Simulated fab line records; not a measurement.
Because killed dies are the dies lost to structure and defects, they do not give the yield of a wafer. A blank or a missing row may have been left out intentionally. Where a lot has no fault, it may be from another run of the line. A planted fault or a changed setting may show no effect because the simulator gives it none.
Problem report in the 8D (eight disciplines) form, filled by code    flow nand harc    the parts of the form that need people (team, actions taken, sign-off) are left out

## 1. WHAT WENT WRONG
oes product au at NHARC_THIN_TSV_ETCH_36 reads a mean of 0.852 a.u. on 3 wafers of 2 lots; wafers without a fault read 0.999 a.u. with a standard deviation of 0.011. That puts it -13 standard deviations away from the usual mean.
The step: etches the open film in Cl2/BCl3, target depth 65 nm, time 18.571 s.
Seen first at day 27 23:21 on rie metal-01, wafer L659.6. At this step, 39 wafers from 13 lots have a number in the record. By rule, "out" or "out of limits" means more than 4 standard deviations away from the usual mean. All remaining wafers that have a number are taken as sound.

## 2. WHAT IT IS AND WHAT IT IS NOT
question                     is                      is not
which readings at this step  oes product au          drypump motor current A
which lots                   L659, L661              L652, L653, L654, L664, L666, L667, L669, L670, L671, L672, L673
which wafers of those lots   L659.6, L661.3, L661.6  L659.1, L659.2, L661.1
read on which tools          rie metal-01            rie metal-02, rie metal-03
when                         from day 27 23:21       up to then (11 sound wafers); but 25 sound wafers of L661, L664, L666, L667, L669, L670, L671, L672, L673 came after

## 3. WHAT RULES OUT EACH SUSPECT
Counting: if a tool at a process step up to the reading ran every lot that is out, it stays a suspect. Sound lots after the first of them don't rule it out here, since some wafers of a struck lot are sound.
- rie metal-01 at NHARC_THIN_TSV_ETCH_36 (etches the open film in Cl2/BCl3, target depth 65 nm, time 18.571 s): kept. It ran every lot that is out, first L659 (day 27 23:21). Its own oes product au readings are out on those wafers.
The count leaves rie metal-01 at NHARC_THIN_TSV_ETCH_36.

## 4. THE CAUSE (what the simulator had put in)
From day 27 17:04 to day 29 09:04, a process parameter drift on rie metal-01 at NHARC_THIN_TSV_ETCH_36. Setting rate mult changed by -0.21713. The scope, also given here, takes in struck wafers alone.
Only this tool survived the counting.

## 5. SEQUENCE OF EFFECTS, ordered by route
Rows list readings where the struck wafers' mean (over those with a number) sits beyond 3 standard deviations from the usual. Readings are gone through only where the record gives a usual standard deviation; hours: the median, over the lots, of the time from a lot's start at the first step in this table giving one to that lot's start at this step; sigmas: the change measured in usual standard deviations.
hours  step                    reading         usual       on struck wafers  change  sigmas
0      NHARC_THIN_TSV_ETCH_36  oes product au  0.999 a.u.  0.852             -0.147  -13
Process steps it contains:
- NHARC_THIN_TSV_ETCH_36: etches the open film in Cl2/BCl3, target depth 65 nm, time 18.571 s.
Later steps that measure or inspect, where all struck wafers having a row at the step show a number for every such reading and not one has moved that far: NHARC_END_SORT_01.

## 6. HOW IT WOULD HAVE BEEN CAUGHT EARLIER
6 hours passed between the start of the fault at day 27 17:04 and the first reading out of limits in this record, taken at day 27 23:21.
